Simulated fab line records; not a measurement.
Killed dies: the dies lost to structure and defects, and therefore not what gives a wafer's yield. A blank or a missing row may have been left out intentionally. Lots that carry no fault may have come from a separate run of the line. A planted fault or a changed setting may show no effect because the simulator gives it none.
Split-lot study ; flow n5Finfet ; on a route of 1938 steps: 7 lots, 39 wafers read

## THE SPLIT ITSELF
At N5_SD_EPI_P_ETCH_16 (etches SiO2 in CHF3/O2, target depth 5 nm), the setting targetDepthA was moved away from the recipe's 50 angstrom on 12 of the 39 wafers read, by -48.3% to +39.9%. The other wafers ran this setting at the recipe's value.

Reading taken at the split's own step.

## THE READING
etch.depthNm (the simulator's own value, which no gauge read), in nm, at N5_SD_EPI_P_ETCH_16 (etches SiO2 in CHF3/O2, target depth 5 nm). There is no usual value for it anywhere in the file. Across the 27 wafers here that went through the recipe, the average is 4.949 nm and the standard deviation 0.1 nm.

wafer;tool, chamber at the split;targetDepthA as run, angstrom;against the recipe;etch.depthNm, nm;against lot-mates on the recipe
L074.1;rieDiel-03, 1;50;recipe;5.096;-
L074.2;rieDiel-03, 3;50;recipe;4.921;-
L074.3;rieDiel-03, 2;50;recipe;4.886;-
L074.4;rieDiel-03, 3;50;recipe;4.955;-
L074.5;rieDiel-03, 1;50;recipe;5.05;-
L074.6;rieDiel-03, 2;50;recipe;4.949;-
L076.1;rieDiel-04, 3;39.14;-21.7%;3.93;-1.002
L076.2;rieDiel-04, 0;50;recipe;5.021;-
L076.3;rieDiel-04, 1;39.14;-21.7%;3.74;-1.192
L076.4;rieDiel-04, 2;50;recipe;4.977;-
L076.5;rieDiel-04, 1;50;recipe;4.798;-
L076.6;rieDiel-04, 0;39.14;-21.7%;3.963;-0.969
L080.1;rieDiel-04, 3;50;recipe;4.979;-
L080.2;rieDiel-04, 0;69.95;+39.9%;7.089;+2.191
L080.3;rieDiel-04, 1;50;recipe;4.753;-
L080.4;rieDiel-04, 0;69.95;+39.9%;7.026;+2.128
L080.5;rieDiel-04, 3;50;recipe;4.963;-
L080.6;rieDiel-04, 1;69.95;+39.9%;6.699;+1.801
L083.1;rieDiel-06, 3;50;recipe;5.024;-
L083.2;rieDiel-06, 1;50;recipe;5.001;-
L083.3;rieDiel-06, 2;50;recipe;4.795;-
L083.4;rieDiel-06, 0;50;recipe;4.867;-
L083.5;rieDiel-06, 2;50;recipe;4.822;-
L083.6;rieDiel-06, 1;50;recipe;4.992;-
L085.1;rieDiel-04, 1;50;recipe;4.786;-
L085.2;rieDiel-04, 0;50;recipe;5.035;-
L085.3;rieDiel-04, 2;25.83;-48.3%;2.61;-2.355
L085.4;rieDiel-04, 0;25.83;-48.3%;2.601;-2.364
L085.5;rieDiel-04, 2;50;recipe;5.073;-
L085.6;rieDiel-04, 1;25.83;-48.3%;2.454;-2.511
L090.1;rieDiel-06, 3;50;recipe;5.091;-
L090.2;rieDiel-06, 2;50;recipe;4.879;-
L090.6;rieDiel-06, 1;50;recipe;5.115;-
L094.1;rieDiel-04, 3;50;recipe;4.994;-
L094.2;rieDiel-04, 0;50;recipe;5.01;-
L094.3;rieDiel-04, 2;40.87;-18.3%;4.088;-0.846
L094.4;rieDiel-04, 1;50;recipe;4.799;-
L094.5;rieDiel-04, 0;40.87;-18.3%;4.048;-0.886
L094.6;rieDiel-04, 1;40.87;-18.3%;3.912;-1.022

THE FIT
A straight line over all 39 wafers: etch.depthNm changes by +0.0497 nm for each +1% of targetDepthA; r = +0.99; the points scatter about the line by 0.11 nm.
The same after taking each lot's own level away (the mean of its wafers on the recipe; 39 wafers): +0.0502 nm for each +1%; r = +0.99; scatter 0.11 nm.
That fit puts the effect of the largest move of targetDepthA on the reading at 2.4 nm.
Across the lots, their own levels run from 4.8983 to 5.0283 nm, a range of 1.3 times the standard deviation given above.
Consequently the slope shifts little with the lot-to-lot level, the two slopes agreeing.
Check: with one of the wafers moved furthest among these (-48.3%) left out of the fit, the line predicts -2.44 nm for it against its lot-mates. Against them it came out at -2.35 nm.

## ADDITIONAL SPLITS CARRIED BY THESE WAFERS
Note: prior to the reading, these wafers also went through further splits. Each is held against what the fit with the lots' levels taken away leaves over:
other split on the same wafers;wafers away from the commonest value;r with etch.depthNm (lot level and that fit taken away)
N5_FIN_CUT_CUT_ETCH_26 timeS;12;+0.25

## FILE'S OWN FIT
etch.depthNm changes by +0.0502 nm for each +1% of targetDepthA, r = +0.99.
